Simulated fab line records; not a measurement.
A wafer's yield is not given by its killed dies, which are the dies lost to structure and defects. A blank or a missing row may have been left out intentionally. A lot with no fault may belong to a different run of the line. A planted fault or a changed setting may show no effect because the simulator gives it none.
A struck lot beside a sound one | flow nand harc | 15 steps out of a route of 1159
Sound: the wafers L738.1, L738.2, L738.4. Struck: wafers L746.2, L746.4, L746.6. The cause is given at the end.
For every step that has rows: the tool of each side, followed by ch and its chambers, followed by its first start. Under that, the readings that differ: sound wafers | struck wafers | difference of the means | sigmas: that difference in standard deviations of wafers without a fault.
alike: same words and numbers on both sides, and readings whose means sit less than 2 such deviations apart. not compared: any withheld reading, any reading some wafer has no value for, any bound like >300 that may hide the same value, and any number with overlapping values for which the record gives no deviation.
The two part at a step that has a row with sigmas, a row that says differs or no value, or rows on one side only. Numbers that have no deviation but don't overlap get no sigmas and don't part them. Lack of a reading on every wafer of one side parts them only where that side has two or more wafers.

first, 1 step without rows for these wafers: NHARC_A_ONON_D1_DEP_12 (target thk 1000 nm).
NHARC_A_ONON_D1_THK_MEAS_14: measures by ellipsometry.
  sound on film metro-01 at day 8 16:32; struck on film metro-01 at day 11 02:40
  reading     | sound          | struck      | difference | sigmas
  thk nm (nm) | 1004 1006 1004 | 974 973 974 | -31        | -3
then, 2 steps without rows for these wafers: NHARC_A_ONON_D1_ANNEAL_15 (time 3600 s); NHARC_A_ONON_D1_DEP_16 (target thk 1000 nm).
NHARC_A_ONON_D1_THK_MEAS_18: measures by ellipsometry.
  sound on film metro-02 at day 8 23:40; struck on film metro-01 at day 11 09:49
  alike: thk nm
then, no rows for these wafers at 1 step: NHARC_A_ONON_D1_DEP_19 (target thk 1000 nm).
NHARC_A_ONON_D1_THK_MEAS_21: measures by ellipsometry.
  sound on film metro-02 at day 9 00:13; struck on film metro-01 at day 11 10:30
  alike: thk nm
then, no rows for these wafers at 1 step: NHARC_A_ONON_D1_DEP_22 (target thk 1000 nm).
NHARC_A_ONON_D1_THK_MEAS_24: measures by ellipsometry.
  sound on film metro-01 at day 9 00:47; struck on film metro-01 at day 11 11:04
  alike: thk nm
then, no rows for these wafers at 1 step: NHARC_A_ONON_D1_DEP_25 (target thk 1000 nm).
NHARC_A_ONON_D1_THK_MEAS_27: measures by ellipsometry.
  sound on film metro-01 at day 9 01:21; struck on film metro-02 at day 11 11:38
  alike: thk nm
NHARC_A_ONON_D1_DEP_28: target thk 1000 nm.
  sound on pecvd onon-01 ch 0, day 9 01:25; struck on pecvd onon-01 ch 0, day 11 11:49
  reading               | sound             | struck            | difference | sigmas
  sih4 flow sccm (sccm) | 209.3 208.9 209.1 | 211.3 210.4 210.9 | +1.8       | +3
NHARC_A_ONON_D1_THK_MEAS_30: measures by ellipsometry.
  sound on film metro-02 at day 9 01:55; struck on film metro-02 at day 11 12:16
  reading     | sound          | struck         | difference | sigmas
  thk nm (nm) | 1005 1007 1006 | 1482 1481 1482 | +476       | +48
NHARC_A_ONON_D1_DEP_33: deposits SiO2, target thk 200 nm.
  sound on pecvd-03 ch 1,2, day 9 01:58; struck on pecvd-02 ch 1,2, day 11 12:24
  alike: heater power w, throttle valve pct
-- the record jumps here: 11 days lie between the struck wafers' starts before and after (it left off in module A_ONON_D1 and takes up again in module END, whose first step shown is number 1159 of the route) --
NHARC_END_SORT_01:
  here the record holds rows for the struck wafers (prober-02 ch 0, day 22 07:36) but none for the sound ones

== WHERE THEY PART ==
Earliest at NHARC_A_ONON_D1_THK_MEAS_14; latest, in this record, at NHARC_END_SORT_01.

WHY: whatever the simulator had introduced
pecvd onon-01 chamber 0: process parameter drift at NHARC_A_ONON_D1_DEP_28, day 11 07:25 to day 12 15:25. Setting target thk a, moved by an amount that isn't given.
